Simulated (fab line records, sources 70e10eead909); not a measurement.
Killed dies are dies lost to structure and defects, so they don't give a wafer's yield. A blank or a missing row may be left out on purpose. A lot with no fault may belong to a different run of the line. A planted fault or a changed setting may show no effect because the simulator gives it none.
The tool behind it: which one? | flow nandHarc | 33 wafers from 11 lots sampled at 5 of the route's 1159 steps

== WHAT THE GAUGES READ, wafer by wafer ==
NHARC_A_CHANNEL_HOLE_D1_INSPECT_40.
lot  | measured     | on               | rawDefectCount
L798 | day 8 21:44  | defectInspect-01 | 38 71 49
L797 | day 8 22:10  | defectInspect-02 | 64 57 93
L799 | day 9 01:54  | defectInspect-02 | 35 51 40
L804 | day 10 07:10 | defectInspect-01 | 70 52 55
L803 | day 10 11:22 | defectInspect-01 | 45 34 60
L805 | day 10 16:18 | defectInspect-02 | 105 75 83
L809 | day 12 03:14 | defectInspect-02 | 52 62 51
L812 | day 12 10:35 | defectInspect-02 | 53 59 80
L811 | day 12 11:44 | defectInspect-02 | 335 291 345
L813 | day 12 19:35 | defectInspect-02 | 307 341 314
L817 | day 13 09:51 | defectInspect-02 | 343 344 296

== WHICH TOOL RAN EACH LOT (tool, then ch and the chambers of the sampled wafers, then the start) ==
lot  | NHARC_A_CHANNEL_HOLE_D1_ETCH_38   | NHARC_A_CHANNEL_HOLE_D1_ETCH_16              | NHARC_A_CHANNEL_HOLE_D1_ETCH_22 | NHARC_A_CHANNEL_HOLE_D1_ETCH_23
L798 | rieDiel-03 ch 0,1,3, day 8 14:55  | rieDiel-03 ch 0,1,3, day 8 16:55 or earlier  | harEtch-02 ch 0,1, day 8 16:55  | harEtch-02 ch 0,1, day 8 17:29
L797 | rieDiel-12 ch 0,2, day 8 15:18    | rieDiel-12 ch 0,1, day 8 17:27 or earlier    | harEtch-01 ch 0,1, day 8 17:27  | harEtch-01 ch 0,1, day 8 18:04
L799 | rieDiel-08 ch 1,2,3, day 8 15:48  | rieDiel-08 ch 0,2,3, day 8 21:04 or earlier  | harEtch-02 ch 0,1, day 8 21:04  | harEtch-02 ch 0,1, day 8 21:38
L804 | rieDiel-08 ch 0,1,3, day 10 00:17 | rieDiel-08 ch 1,2,3, day 10 02:18 or earlier | harEtch-02 ch 0,1, day 10 02:18 | harEtch-02 ch 0,1, day 10 02:52
L803 | rieDiel-12 ch 0,2, day 10 01:07   | rieDiel-12 ch 0,1,2, day 10 06:41 or earlier | harEtch-02 ch 0,1, day 10 06:41 | harEtch-02 ch 0,1, day 10 07:17
L805 | rieDiel-08 ch 1,2,3, day 10 09:31 | rieDiel-08 ch 0,2,3, day 10 11:40 or earlier | harEtch-01 ch 0,1, day 10 11:40 | harEtch-01 ch 0,1, day 10 12:16
L809 | rieDiel-03 ch 0,1,3, day 11 20:24 | rieDiel-03 ch 2,3, day 11 22:33 or earlier   | harEtch-02 ch 0,1, day 11 22:33 | harEtch-02 ch 0,1, day 11 23:10
L812 | rieDiel-03 ch 0,2, day 12 03:46   | rieDiel-03 ch 1,3, day 12 05:55 or earlier   | harEtch-01 ch 0,1, day 12 05:55 | harEtch-01 ch 0,1, day 12 06:32
L811 | rieDiel-12 ch 0,2,3, day 12 04:44 | rieDiel-12 ch 0,2,3, day 12 06:59 or earlier | harEtch-02 ch 0,1, day 12 06:59 | harEtch-02 ch 0,1, day 12 07:34
L813 | rieDiel-08 ch 0,1, day 12 12:41   | rieDiel-08 ch 1,2, day 12 14:46 or earlier   | harEtch-02 ch 0,1, day 12 14:46 | harEtch-02 ch 0,1, day 12 15:19
L817 | rieDiel-12 ch 1,2,3, day 13 03:03 | rieDiel-12 ch 0,1, day 13 05:00 or earlier   | harEtch-02 ch 0,1, day 13 05:00 | harEtch-02 ch 0,1, day 13 05:34
- NHARC_A_CHANNEL_HOLE_D1_ETCH_38: etches the open film in CF4, target depth 39 nm, time 65 s.
- NHARC_A_CHANNEL_HOLE_D1_ETCH_16: etches the open film in O2/COS, target depth 3100 nm, time 806 s.
- NHARC_A_CHANNEL_HOLE_D1_ETCH_22: etches the open film in C4F8/O2/Ar, time 666.7 s, target depth 1600 nm.
- NHARC_A_CHANNEL_HOLE_D1_ETCH_23: etches the open film in C4F8/O2/Ar, time 819 s, target depth 1600 nm.

== THE ANSWER, worked out from the rows above alone ==
Rule: what is usual is taken from the lots themselves. The widest of any qualifying gaps counts: lots, ordered by their means at a reading, are off when they make up no more than a third of the lots, leave a main group of 4 or more, and stand apart from it by 3 or more times the standard deviation of that group's means. If all means in a main group match to the digits the tables above print for the reading, that group is not used. Also off: a lot with no number at a reading for which 4 or more lots have one. All remaining lots with rows at the step are treated as sound.
Off: L811, L813, L817, at NHARC_A_CHANNEL_HOLE_D1_INSPECT_40 (rawDefectCount). Mean 60 and standard deviation 14 in the main group.
If a tool, at a process step before that reading, ran all the lots that are off and no sound lot after the first of them, it fits. The gauges at NHARC_A_CHANNEL_HOLE_D1_INSPECT_40 are tried like those tools. NHARC_A_CHANNEL_HOLE_D1_ETCH_16: start missing for some lots; hours and lot order therefore follow NHARC_A_CHANNEL_HOLE_D1_ETCH_22. 2 tools fit, harEtch-02 at NHARC_A_CHANNEL_HOLE_D1_ETCH_22 and NHARC_A_CHANNEL_HOLE_D1_ETCH_23 and defectInspect-02 at NHARC_A_CHANNEL_HOLE_D1_INSPECT_40, so this cannot tell which one it is.

== WHAT HAD BEEN PUT IN BY THE SIMULATOR ==
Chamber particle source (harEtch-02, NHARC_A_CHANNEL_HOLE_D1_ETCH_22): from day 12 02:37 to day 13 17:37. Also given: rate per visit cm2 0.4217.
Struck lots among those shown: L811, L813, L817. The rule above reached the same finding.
